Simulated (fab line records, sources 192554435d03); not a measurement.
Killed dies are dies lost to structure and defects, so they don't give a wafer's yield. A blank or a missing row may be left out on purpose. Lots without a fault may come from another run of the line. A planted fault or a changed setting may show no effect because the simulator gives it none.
Chamber matching | flow n5_finfet | N5_BEOL_M3_STRIP_66 on rie_diel-04: 4 sister chambers
The step strips in CF4. 4 wafers are shown with their chamber, then 7 later ones without.

WAFERS WITH THEIR CHAMBER
wafer  | chamber | throttle_valve_pct (%)
L089.1 | 3       | 13.88
L090.1 | 2       | 13.41
L090.3 | 0       | 13.97
L091.5 | 1       | 13.59

WAFERS WITHOUT THEIR CHAMBER
wafer  | throttle_valve_pct (%)
L091.6 | 13.44
L094.1 | 13.99
L094.5 | 13.58
L094.6 | 14.01
L097.1 | 13.62
L097.3 | 13.48
L097.5 | 13.45

WHICH CHAMBER EACH WENT THROUGH
wafer  | from the rows above     | in truth
L091.6 | 2                       | 2
L094.1 | 0                       | 0
L094.5 | 1                       | 1
L094.6 | 0                       | 0
L097.1 | 1                       | 1
L097.3 | can't be placed: 2 or 1 | 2
L097.5 | 2                       | 2
Placed correctly: 6 of 7. Can't be placed from these rows: 1 (the true chamber is among the candidates in 1). Placed wrongly: 0.
How it was worked out, from the rows above alone: a wafer's distance from a chamber is the root of the sum, over the readings, of the square of ((its reading less the chamber's mean) divided by the reading's scatter). The wafer belongs to the nearest chamber; if the next one is less than 2 further off, it can't be placed. A chamber's mean is the mean of its shown wafers. The scatter: with one shown wafer a chamber, the root of the mean of the squares of how far each hidden wafer lies from its nearest shown one.
